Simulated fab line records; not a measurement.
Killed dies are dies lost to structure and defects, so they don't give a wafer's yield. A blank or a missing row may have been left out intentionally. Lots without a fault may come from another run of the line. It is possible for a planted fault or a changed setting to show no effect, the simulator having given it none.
Chamber matching	flow nand harc	rie diel-03 running NHARC_A_STAIRCASE_TRIM_229: 4 sister chambers
The step chemistry O2, time 211.2 s. 16 wafers are shown with their chamber, then 8 later ones without.

== WAFERS WITH THEIR CHAMBER ==
wafer	chamber	oes product au (a.u.)	showerhead plenum p Torr (Torr)	rf vpp V (V)
L075.1	3	1.024	3.50	56.8
L075.2	2	1.013	3.28	56.1
L075.6	1	1.006	3.64	58.8
L076.2	3	1.016	3.50	57.5
L076.4	3	1.011	3.50	57.2
L076.5	0	1.006	3.48	57.6
L082.1	0	1.010	3.47	57.5
L082.2	2	1.004	3.27	57.9
L082.6	0	0.992	3.47	57.1
L085.2	3	1.034	3.48	57.1
L085.5	3	1.034	3.49	59.5
L085.6	2	0.992	3.80	58.2
L088.2	0	0.992	3.46	58.7
L088.3	3	1.038	3.48	56.9
L088.5	3	1.029	3.48	57.5
L090.1	0	0.993	3.46	56.7

SIGNATURES (means of the wafers above)
reading	chamber 0	chamber 1	chamber 2	chamber 3	scatter within a chamber
oes product au	0.99860	1.00600	1.00300	1.02657	0.00972
showerhead plenum p Torr	3.4680	3.6400	3.4500	3.4900	0.124
rf vpp V	57.520	58.800	57.400	57.500	0.91
Rule: for a wafer and a chamber, the distance is found by dividing, reading by reading, the gap between the wafer's reading and the chamber's mean by the reading's scatter, squaring, summing and taking the root. The wafer belongs to the nearest chamber; if the next one is less than 2 further off, it can't be placed. The scatter: the root of (the sum of the squares of (reading less its chamber's mean) over the shown wafers, divided by (wafers less chambers)).

== WAFERS MISSING THEIR CHAMBER ==
wafer	oes product au (a.u.)	showerhead plenum p Torr (Torr)	rf vpp V (V)
L090.3	1.008	3.61	57.6
L090.6	0.998	3.46	58.6
L096.2	0.984	3.78	58.9
L096.4	1.008	3.44	57.5
L096.6	1.000	3.44	57.8
L097.1	0.980	3.78	59.5
L097.3	1.019	3.60	58.0
L097.5	1.009	3.44	56.7

== WHICH CHAMBER EACH ONE RAN IN ==
wafer	from the rows above	in truth
L090.3	can't be placed: 1 or 2 or 0 or 3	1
L090.6	can't be placed: 0 or 2 or 1 or 3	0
L096.2	can't be placed: 1 or 0 or 2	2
L096.4	can't be placed: 2 or 0 or 3 or 1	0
L096.6	can't be placed: 0 or 2 or 1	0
L097.1	can't be placed: 1 or 0 or 2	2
L097.3	can't be placed: 3 or 1 or 2 or 0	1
L097.5	can't be placed: 2 or 0 or 3 or 1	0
Correctly placed: 0 of 8. Cannot be placed on the basis of these rows: 8; the candidates contain the true chamber in 8. Wrongly placed: 0.
